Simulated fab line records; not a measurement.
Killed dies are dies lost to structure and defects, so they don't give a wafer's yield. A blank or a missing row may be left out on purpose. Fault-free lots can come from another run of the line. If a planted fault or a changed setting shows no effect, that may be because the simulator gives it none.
fab line records || flow n5_finfet
record: {"lots": 7, "wafers": 21, "last_day": 17}
route steps=1938 shown SD_EPI_N@290 SD_EPI_P@295
lots that met no fault: taken from a fault-free run of the same line
start_h: start of the lot's first displayed wafer, in hours after the record's first day || wait_h: time in hours since the lot's previous step || " same as the row above || L1.1+2: several wafers, shown together as one row || - value missing, or start not given || * or withheld: withheld || < > ~ a bound
route shown NAME@n: NAME is a module with steps in the file, n the number in the route of the first one || usual: mean/standard deviation of fault-free wafers || same: alike in all rows || chamber/n: place in a boat || sites: per-site readings || _std_site: their standard deviation || _edge_site: inner sites' mean taken away from outer sites' mean || radius_mm: how far each site lies from the wafer's centre || mask NAME#n: copy n || behind: the most recent tool/chamber to have shaped the wafer || hold: reason for holding the lot/hours on hold/outcome of the hold || device: whichever transistor did not switch (one of n, p or np) || end of line: tests of these same wafers at the route's end || step lacking rows: just its recipe || killed: dies that structure and defects cost at the first sort, which is not the same as the wafer's yield || map: a wafer's dies, x killed, . not, _ none there
set.NAME: setting as actually run; set.NAME@STEP: the setting as run at that earlier step || model.NAME: the simulator's own value behind a step, which no gauge read
a table for each step, a row for each wafer; lots at some steps of the route
services: from which hour (start_h, from the record's first day; less than 0 if before it) a tool's chamber was out of use, for how many hours, and why
== steps ==
step: N5_SD_EPI_N_PRECLEAN_24
recipe: {"chemistry": "O3/DIW", "time_s": 60, "temp_c": 22, "o3_ppm": 10}
step: N5_SD_EPI_N_SRD_25
recipe: {"time_s": 30, "temp_c": 23, "rinse_liquid": "diw", "dry": "ipa_marangoni"}
step: N5_SD_EPI_N_PRECLEAN_49
recipe: {"chemistry": "NF3:NH3", "afs_cycles": 1, "temp_c": 30, "time_s": 20, "sublimation_temp_c": 180, "sublimation_time_s": 60, "pressure_torr": 3, "rf_power_w": 30}
step: N5_SD_EPI_N_LINER_46
recipe: {"material": "SiNx", "target_thk_a": 30, "temp_c": 400, "ald_precursor_family": "SiH2I2", "ald_co_reactant": "N2/H2-plasma", "pressure_torr": 2}
usual: {"heater_power_outer_w": "528/69", "heater_power_w": "855/110"}
{"lot.wafer": "L509.1", "tool": "ald_sin-02", "chamber": 1, "start_h": 55.56, "wait_h": 0.2, "heater_power_outer_w": 515, "heater_power_w": 863}
{"lot.wafer": "L509.2", "tool": "ald_sin-02", "chamber": 0, "start_h": 55.56, "wait_h": 0.2, "heater_power_outer_w": 626, "heater_power_w": 1026}
{"lot.wafer": "L509.3", "tool": "ald_sin-02", "chamber": 2, "start_h": 55.56, "wait_h": 0.2, "heater_power_outer_w": 531, "heater_power_w": 894}
{"lot.wafer": "L511.1", "tool": "ald_sin-03", "chamber": 3, "start_h": 66.81, "wait_h": 0.3, "heater_power_outer_w": 469, "heater_power_w": 775}
{"lot.wafer": "L511.4", "tool": "ald_sin-03", "chamber": 2, "start_h": 66.81, "wait_h": 0.3, "heater_power_outer_w": 475, "heater_power_w": 804}
{"lot.wafer": "L511.6", "tool": "ald_sin-03", "chamber": 2, "start_h": 66.81, "wait_h": 0.3, "heater_power_outer_w": 476, "heater_power_w": 802}
{"lot.wafer": "L518.2", "tool": "ald_sin-01", "chamber": 1, "start_h": 108.93, "wait_h": 0.1, "heater_power_outer_w": 499, "heater_power_w": 808}
{"lot.wafer": "L518.5", "tool": "ald_sin-01", "chamber": 2, "start_h": 108.93, "wait_h": 0.1, "heater_power_outer_w": 552, "heater_power_w": 820}
{"lot.wafer": "L518.6", "tool": "ald_sin-01", "chamber": 3, "start_h": 108.93, "wait_h": 0.1, "heater_power_outer_w": 386, "heater_power_w": 644}
{"lot.wafer": "L525.1", "tool": "ald_sin-01", "chamber": 2, "start_h": 158.97, "wait_h": 0.6, "heater_power_outer_w": 568, "heater_power_w": 826}
{"lot.wafer": "L525.2", "tool": "ald_sin-01", "chamber": 1, "start_h": 158.97, "wait_h": 0.6, "heater_power_outer_w": 502, "heater_power_w": 828}
{"lot.wafer": "L525.6", "tool": "ald_sin-01", "chamber": 1, "start_h": 158.97, "wait_h": 0.6, "heater_power_outer_w": 499, "heater_power_w": 837}
{"lot.wafer": "L527.4", "tool": "ald_sin-03", "chamber": 2, "start_h": 161.16, "wait_h": 0.1, "heater_power_outer_w": 468, "heater_power_w": 787}
{"lot.wafer": "L527.5", "tool": "ald_sin-03", "chamber": 1, "start_h": 161.16, "wait_h": 0.1, "heater_power_outer_w": 494, "heater_power_w": 775}
{"lot.wafer": "L527.6", "tool": "ald_sin-03", "chamber": 0, "start_h": 161.16, "wait_h": 0.1, "heater_power_outer_w": 571, "heater_power_w": 983}
{"lot.wafer": "L526.4", "tool": "ald_sin-01", "chamber": 3, "start_h": 161.25, "wait_h": 0.1, "heater_power_outer_w": 394, "heater_power_w": 642}
{"lot.wafer": "L526.5", "tool": "ald_sin-01", "chamber": 2, "start_h": 161.25, "wait_h": 0.1, "heater_power_outer_w": 571, "heater_power_w": 840}
{"lot.wafer": "L526.6", "tool": "ald_sin-01", "chamber": 3, "start_h": 161.25, "wait_h": 0.1, "heater_power_outer_w": 384, "heater_power_w": 646}
{"lot.wafer": "L532.1", "tool": "ald_sin-03", "chamber": 2, "start_h": 199.37, "wait_h": 0.2, "heater_power_outer_w": 474, "heater_power_w": 771}
{"lot.wafer": "L532.3", "tool": "ald_sin-03", "chamber": 1, "start_h": 199.37, "wait_h": 0.2, "heater_power_outer_w": 489, "heater_power_w": 780}
{"lot.wafer": "L532.6", "tool": "ald_sin-03", "chamber": 0, "start_h": 199.37, "wait_h": 0.2, "heater_power_outer_w": 554, "heater_power_w": 998}
step: N5_SD_EPI_N_INSPECT_26
recipe: {"inspect_instrument": "darkfield", "mode": "post_epi"}
usual: {"raw_defect_count": "194/40"}
{"lot.wafer": "L509.1", "tool": "defect_inspect-02", "chamber": "-", "start_h": 55.81, "wait_h": 0.1, "raw_defect_count": 193}
{"lot.wafer": "L509.2", "tool": "defect_inspect-02", "chamber": "-", "start_h": 55.81, "wait_h": 0.1, "raw_defect_count": 202}
{"lot.wafer": "L509.3", "tool": "defect_inspect-02", "chamber": "-", "start_h": 55.81, "wait_h": 0.1, "raw_defect_count": 156}
{"lot.wafer": "L511.1", "tool": "defect_inspect-01", "chamber": "-", "start_h": 67.06, "wait_h": 0.1, "raw_defect_count": 156}
{"lot.wafer": "L511.4", "tool": "defect_inspect-01", "chamber": "-", "start_h": 67.06, "wait_h": 0.1, "raw_defect_count": 199}
{"lot.wafer": "L511.6", "tool": "defect_inspect-01", "chamber": "-", "start_h": 67.06, "wait_h": 0.1, "raw_defect_count": 180}
{"lot.wafer": "L518.2", "tool": "defect_inspect-01", "chamber": "-", "start_h": 109.18, "wait_h": 0.1, "raw_defect_count": 185}
{"lot.wafer": "L518.5", "tool": "defect_inspect-01", "chamber": "-", "start_h": 109.18, "wait_h": 0.1, "raw_defect_count": 162}
{"lot.wafer": "L518.6", "tool": "defect_inspect-01", "chamber": "-", "start_h": 109.18, "wait_h": 0.1, "raw_defect_count": 164}
{"lot.wafer": "L525.1", "tool": "defect_inspect-02", "chamber": "-", "start_h": 159.22, "wait_h": 0.1, "raw_defect_count": 208}
{"lot.wafer": "L525.2", "tool": "defect_inspect-02", "chamber": "-", "start_h": 159.22, "wait_h": 0.1, "raw_defect_count": 263}
{"lot.wafer": "L525.6", "tool": "defect_inspect-02", "chamber": "-", "start_h": 159.22, "wait_h": 0.1, "raw_defect_count": 172}
{"lot.wafer": "L527.4", "tool": "defect_inspect-01", "chamber": "-", "start_h": 161.41, "wait_h": 0.1, "raw_defect_count": 149}
{"lot.wafer": "L527.5", "tool": "defect_inspect-01", "chamber": "-", "start_h": 161.41, "wait_h": 0.1, "raw_defect_count": 198}
{"lot.wafer": "L527.6", "tool": "defect_inspect-01", "chamber": "-", "start_h": 161.41, "wait_h": 0.1, "raw_defect_count": 168}
{"lot.wafer": "L526.4", "tool": "defect_inspect-02", "chamber": "-", "start_h": 161.50, "wait_h": 0.1, "raw_defect_count": 146}
{"lot.wafer": "L526.5", "tool": "defect_inspect-02", "chamber": "-", "start_h": 161.50, "wait_h": 0.1, "raw_defect_count": 148}
{"lot.wafer": "L526.6", "tool": "defect_inspect-02", "chamber": "-", "start_h": 161.50, "wait_h": 0.1, "raw_defect_count": 165}
{"lot.wafer": "L532.1", "tool": "defect_inspect-01", "chamber": "-", "start_h": 199.62, "wait_h": 0.1, "raw_defect_count": 178}
{"lot.wafer": "L532.3", "tool": "defect_inspect-01", "chamber": "-", "start_h": 199.62, "wait_h": 0.1, "raw_defect_count": 189}
{"lot.wafer": "L532.6", "tool": "defect_inspect-01", "chamber": "-", "start_h": 199.62, "wait_h": 0.1, "raw_defect_count": 224}
step: N5_SD_EPI_P_COAT_34
recipe: {"resist": "SOC", "temp_c": 250, "time_s": 60, "spin_rpm": 1500, "resist_thk_nm": 350}
step: N5_SD_EPI_P_COAT_35
recipe: {"resist": "SiARC", "temp_c": 220, "time_s": 60, "spin_rpm": 1500, "resist_thk_nm": 35}
step: N5_SD_EPI_P_COAT_03
recipe: {"resist": "CAR-ArF-block", "spin_rpm": 1500, "resist_thk_nm": 150}
step: N5_SD_EPI_P_EBR_05
recipe: {"solvent": "PGMEA", "ebr_width_mm": 1.5}
step: N5_SD_EPI_P_SOFTBAKE_04
recipe: {"temp_c": 110, "time_s": 60, "resist": "CAR-ArF-block"}
step: N5_SD_EPI_P_EXPOSE_06
recipe: {"mask_id": "SD_P_BLK", "na": 1.35, "source_shape": "conventional", "sigma_outer": 0.8, "polarization": "unpolarized", "target_cd_nm": 240, "dose_mj": 39.5}
step: N5_SD_EPI_P_PEB_07
recipe: {"peb_temp_c": 110, "peb_time_s": 60, "resist": "CAR-ArF-block"}
step: N5_SD_EPI_P_DEVELOP_08
recipe: {"develop_time_s": 30, "developer": "TMAH", "resist": "CAR-ArF-block", "dev_temp_c": 23, "rinse_liquid": "diw", "dry": "air_spin"}
usual: {"chill_plate_temp_C": "23.01/0.11", "develop_time_s": "30/0", "developer_temp_C": "23.00/0.11"}
{"lot.wafer": "L509.1", "tool": "litho_track-02", "chamber": 0, "start_h": 56.15, "wait_h": "-", "chill_plate_temp_C": 23.13, "develop_time_s": 30, "developer_temp_C": 22.94, "model.CAR-ArF-block_of_SD_EPI_P_COAT_03.thk_nm": 148.4}
{"lot.wafer": "L509.2", "tool": "litho_track-02", "chamber": 0, "start_h": 56.15, "wait_h": "-", "chill_plate_temp_C": 22.77, "develop_time_s": 30, "developer_temp_C": 23.01, "model.CAR-ArF-block_of_SD_EPI_P_COAT_03.thk_nm": 148.4}
{"lot.wafer": "L509.3", "tool": "litho_track-02", "chamber": 0, "start_h": 56.15, "wait_h": "-", "chill_plate_temp_C": 22.76, "develop_time_s": 30, "developer_temp_C": 23.06, "model.CAR-ArF-block_of_SD_EPI_P_COAT_03.thk_nm": 148.4}
{"lot.wafer": "L511.1", "tool": "litho_track-05", "chamber": 0, "start_h": 67.40, "wait_h": "-", "chill_plate_temp_C": 23.02, "develop_time_s": 30, "developer_temp_C": 23.04, "model.CAR-ArF-block_of_SD_EPI_P_COAT_03.thk_nm": 148.6}
{"lot.wafer": "L511.4", "tool": "litho_track-05", "chamber": 0, "start_h": 67.40, "wait_h": "-", "chill_plate_temp_C": 23.19, "develop_time_s": 30, "developer_temp_C": 23.16, "model.CAR-ArF-block_of_SD_EPI_P_COAT_03.thk_nm": 148.4}
{"lot.wafer": "L511.6", "tool": "litho_track-05", "chamber": 0, "start_h": 67.40, "wait_h": "-", "chill_plate_temp_C": 23.15, "develop_time_s": 30, "developer_temp_C": 23.05, "model.CAR-ArF-block_of_SD_EPI_P_COAT_03.thk_nm": 148.6}
{"lot.wafer": "L518.2", "tool": "litho_track-02", "chamber": 0, "start_h": 109.53, "wait_h": "-", "chill_plate_temp_C": 23.13, "develop_time_s": 30, "developer_temp_C": 22.94, "model.CAR-ArF-block_of_SD_EPI_P_COAT_03.thk_nm": 148.8}
{"lot.wafer": "L518.5", "tool": "litho_track-02", "chamber": 0, "start_h": 109.53, "wait_h": "-", "chill_plate_temp_C": 23.12, "develop_time_s": 30, "developer_temp_C": 22.92, "model.CAR-ArF-block_of_SD_EPI_P_COAT_03.thk_nm": 149}
{"lot.wafer": "L518.6", "tool": "litho_track-02", "chamber": 0, "start_h": 109.53, "wait_h": "-", "chill_plate_temp_C": 22.94, "develop_time_s": 30, "developer_temp_C": 22.95, "model.CAR-ArF-block_of_SD_EPI_P_COAT_03.thk_nm": 148.4}
{"lot.wafer": "L525.1", "tool": "litho_track-04", "chamber": "-", "start_h": 159.56, "wait_h": "-", "chill_plate_temp_C": "-", "develop_time_s": "-", "developer_temp_C": "-", "model.CAR-ArF-block_of_SD_EPI_P_COAT_03.thk_nm": 149.6}
{"lot.wafer": "L525.2", "tool": "litho_track-04", "chamber": "-", "start_h": 159.56, "wait_h": "-", "chill_plate_temp_C": "-", "develop_time_s": "-", "developer_temp_C": "-", "model.CAR-ArF-block_of_SD_EPI_P_COAT_03.thk_nm": 150}
{"lot.wafer": "L525.6", "tool": "litho_track-04", "chamber": "-", "start_h": 159.56, "wait_h": "-", "chill_plate_temp_C": "-", "develop_time_s": "-", "developer_temp_C": "-", "model.CAR-ArF-block_of_SD_EPI_P_COAT_03.thk_nm": 150.2}
{"lot.wafer": "L527.4", "tool": "litho_track-04", "chamber": "-", "start_h": 161.75, "wait_h": "-", "chill_plate_temp_C": "-", "develop_time_s": "-", "developer_temp_C": "-", "model.CAR-ArF-block_of_SD_EPI_P_COAT_03.thk_nm": 150.6}
{"lot.wafer": "L527.5", "tool": "litho_track-04", "chamber": "-", "start_h": 161.75, "wait_h": "-", "chill_plate_temp_C": "-", "develop_time_s": "-", "developer_temp_C": "-", "model.CAR-ArF-block_of_SD_EPI_P_COAT_03.thk_nm": 150.4}
{"lot.wafer": "L527.6", "tool": "litho_track-04", "chamber": "-", "start_h": 161.75, "wait_h": "-", "chill_plate_temp_C": "-", "develop_time_s": "-", "developer_temp_C": "-", "model.CAR-ArF-block_of_SD_EPI_P_COAT_03.thk_nm": 150.8}
{"lot.wafer": "L526.4", "tool": "litho_track-05", "chamber": "-", "start_h": 161.79, "wait_h": "-", "chill_plate_temp_C": "-", "develop_time_s": "-", "developer_temp_C": "-", "model.CAR-ArF-block_of_SD_EPI_P_COAT_03.thk_nm": 150.4}
{"lot.wafer": "L526.5", "tool": "litho_track-05", "chamber": "-", "start_h": 161.79, "wait_h": "-", "chill_plate_temp_C": "-", "develop_time_s": "-", "developer_temp_C": "-", "model.CAR-ArF-block_of_SD_EPI_P_COAT_03.thk_nm": 150.6}
{"lot.wafer": "L526.6", "tool": "litho_track-05", "chamber": "-", "start_h": 161.79, "wait_h": "-", "chill_plate_temp_C": "-", "develop_time_s": "-", "developer_temp_C": "-", "model.CAR-ArF-block_of_SD_EPI_P_COAT_03.thk_nm": 150.6}
{"lot.wafer": "L532.1", "tool": "litho_track-02", "chamber": 0, "start_h": 199.96, "wait_h": "-", "chill_plate_temp_C": 23.01, "develop_time_s": 30, "developer_temp_C": 22.69, "model.CAR-ArF-block_of_SD_EPI_P_COAT_03.thk_nm": 148.4}
{"lot.wafer": "L532.3", "tool": "litho_track-02", "chamber": 0, "start_h": 199.96, "wait_h": "-", "chill_plate_temp_C": 23.11, "develop_time_s": 30, "developer_temp_C": 22.83, "model.CAR-ArF-block_of_SD_EPI_P_COAT_03.thk_nm": 149}
{"lot.wafer": "L532.6", "tool": "litho_track-02", "chamber": 0, "start_h": 199.96, "wait_h": "-", "chill_plate_temp_C": 23.06, "develop_time_s": 30, "developer_temp_C": 22.92, "model.CAR-ArF-block_of_SD_EPI_P_COAT_03.thk_nm": 148.4}
step: N5_SD_EPI_P_CD_MEAS_09
recipe: {"target_cd_nm": 240, "landing_energy_ev": 500, "detector": "se_inlens"}
usual: {"cd_nm": "240.0/0.62"}
{"lot.wafer": "L509.1", "tool": "cd_sem-02", "chamber": 0, "start_h": 56.21, "wait_h": "-", "cd_nm": 240.5}
{"lot.wafer": "L509.2", "tool": "cd_sem-02", "chamber": 0, "start_h": 56.21, "wait_h": "-", "cd_nm": 240.8}
{"lot.wafer": "L509.3", "tool": "cd_sem-02", "chamber": 0, "start_h": 56.21, "wait_h": "-", "cd_nm": 239.6}
{"lot.wafer": "L511.1", "tool": "cd_sem-01", "chamber": 0, "start_h": 67.46, "wait_h": "-", "cd_nm": 239.7}
{"lot.wafer": "L511.4", "tool": "cd_sem-01", "chamber": 0, "start_h": 67.46, "wait_h": "-", "cd_nm": 240.2}
{"lot.wafer": "L511.6", "tool": "cd_sem-01", "chamber": 0, "start_h": 67.46, "wait_h": "-", "cd_nm": 240.3}
{"lot.wafer": "L518.2", "tool": "cd_sem-02", "chamber": 0, "start_h": 109.59, "wait_h": "-", "cd_nm": 240.3}
{"lot.wafer": "L518.5", "tool": "cd_sem-02", "chamber": 0, "start_h": 109.59, "wait_h": "-", "cd_nm": 238.9}
{"lot.wafer": "L518.6", "tool": "cd_sem-02", "chamber": 0, "start_h": 109.59, "wait_h": "-", "cd_nm": 239.8}
{"lot.wafer": "L525.1", "tool": "cd_sem-01", "chamber": 0, "start_h": 159.61, "wait_h": "-", "cd_nm": "-"}
{"lot.wafer": "L525.2", "tool": "cd_sem-01", "chamber": 0, "start_h": 159.61, "wait_h": "-", "cd_nm": "-"}
{"lot.wafer": "L525.6", "tool": "cd_sem-01", "chamber": 0, "start_h": 159.61, "wait_h": "-", "cd_nm": "-"}
{"lot.wafer": "L527.4", "tool": "cd_sem-02", "chamber": 0, "start_h": 161.81, "wait_h": "-", "cd_nm": "-"}
{"lot.wafer": "L527.5", "tool": "cd_sem-02", "chamber": 0, "start_h": 161.81, "wait_h": "-", "cd_nm": "-"}
{"lot.wafer": "L527.6", "tool": "cd_sem-02", "chamber": 0, "start_h": 161.81, "wait_h": "-", "cd_nm": "-"}
{"lot.wafer": "L526.4", "tool": "cd_sem-02", "chamber": 0, "start_h": 161.85, "wait_h": "-", "cd_nm": "-"}
{"lot.wafer": "L526.5", "tool": "cd_sem-02", "chamber": 0, "start_h": 161.85, "wait_h": "-", "cd_nm": "-"}
{"lot.wafer": "L526.6", "tool": "cd_sem-02", "chamber": 0, "start_h": 161.85, "wait_h": "-", "cd_nm": "-"}
{"lot.wafer": "L532.1", "tool": "cd_sem-03", "chamber": 0, "start_h": 200.02, "wait_h": "-", "cd_nm": 240.1}
{"lot.wafer": "L532.3", "tool": "cd_sem-03", "chamber": 0, "start_h": 200.02, "wait_h": "-", "cd_nm": 241.5}
{"lot.wafer": "L532.6", "tool": "cd_sem-03", "chamber": 0, "start_h": 200.02, "wait_h": "-", "cd_nm": 239.5}
== services ==
{"tool": "ald_sin-03", "chamber": 2, "start_h": 35.89, "hours": 12.3, "kind": "repair"}
{"tool": "litho_track-05", "chamber": "-", "start_h": 39.98, "hours": "-", "kind": "consumable_replace:filter"}
{"tool": "ald_sin-01", "chamber": "-", "start_h": 41.94, "hours": 28.1, "kind": "pm"}
{"tool": "ald_sin-01", "chamber": 0, "start_h": 70.25, "hours": 20.8, "kind": "repair"}
{"tool": "litho_track-04", "chamber": "-", "start_h": 118.72, "hours": "-", "kind": "consumable_replace:filter"}
{"tool": "ald_sin-02", "chamber": 3, "start_h": 121.55, "hours": 17.2, "kind": "repair"}
{"tool": "ald_sin-02", "chamber": "-", "start_h": 130.27, "hours": 0.4, "kind": "repair"}
{"tool": "ald_sin-03", "chamber": "-", "start_h": 166.93, "hours": 1.7, "kind": "repair"}
{"tool": "ald_sin-03", "chamber": "-", "start_h": 178.05, "hours": 14.0, "kind": "pm"}
{"tool": "ald_sin-03", "chamber": 0, "start_h": 178.05, "hours": 14.0, "kind": "vent_cycle"}
{"tool": "ald_sin-03", "chamber": 1, "start_h": 178.05, "hours": 14.0, "kind": "vent_cycle"}
{"tool": "ald_sin-03", "chamber": 2, "start_h": 178.05, "hours": 14.0, "kind": "vent_cycle"}
{"tool": "ald_sin-03", "chamber": 3, "start_h": 178.05, "hours": 14.0, "kind": "vent_cycle"}
{"tool": "ald_sin-03", "chamber": 0, "start_h": 192.05, "hours": "-", "kind": "clean"}
{"tool": "ald_sin-03", "chamber": 1, "start_h": 192.05, "hours": "-", "kind": "clean"}
{"tool": "ald_sin-03", "chamber": 2, "start_h": 192.05, "hours": "-", "kind": "clean"}
{"tool": "ald_sin-03", "chamber": 3, "start_h": 192.05, "hours": "-", "kind": "clean"}
== key ==
first_sign: {"step": "N5_SD_EPI_P_DEVELOP_08", "reading": "tool_record", "direction": "missing"}
effect none on later readings
model_effect: {"step": "N5_SD_EPI_P_DEVELOP_08", "value": "CAR-ArF-block_of_SD_EPI_P_COAT_03.thk_nm", "without": 148.6, "struck": 150.4}
met_at N5_SD_EPI_P_DEVELOP_08
struck_wafers L525.1,L525.2,L525.6,L526.4,L526.5,L526.6,L527.4,L527.5,L527.6
later_rows_left_out L525.1,L525.2,L525.6,L526.4,L526.5,L526.6,L527.4,L527.5,L527.6
sort_left_out L525.1,L525.2,L525.6,L526.4,L526.5,L526.6,L527.4,L527.5,L527.6
onset_between 67.40 159.56
fault: {"kind": "skipped_step_whole", "tool": "litho_track-04,litho_track-05", "chamber": "-", "onset_h": 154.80, "steps": "N5_SD_EPI_P_DEVELOP_08", "scope": "struck_lots_only"}
sort_left_out: the simulated sort isn't trusted on such a fault, so these wafers' sort isn't shown, and their yield isn't known
later_rows_left_out: the simulator's readings of these wafers behind a module that went badly wrong aren't trusted and aren't shown, but for the sort
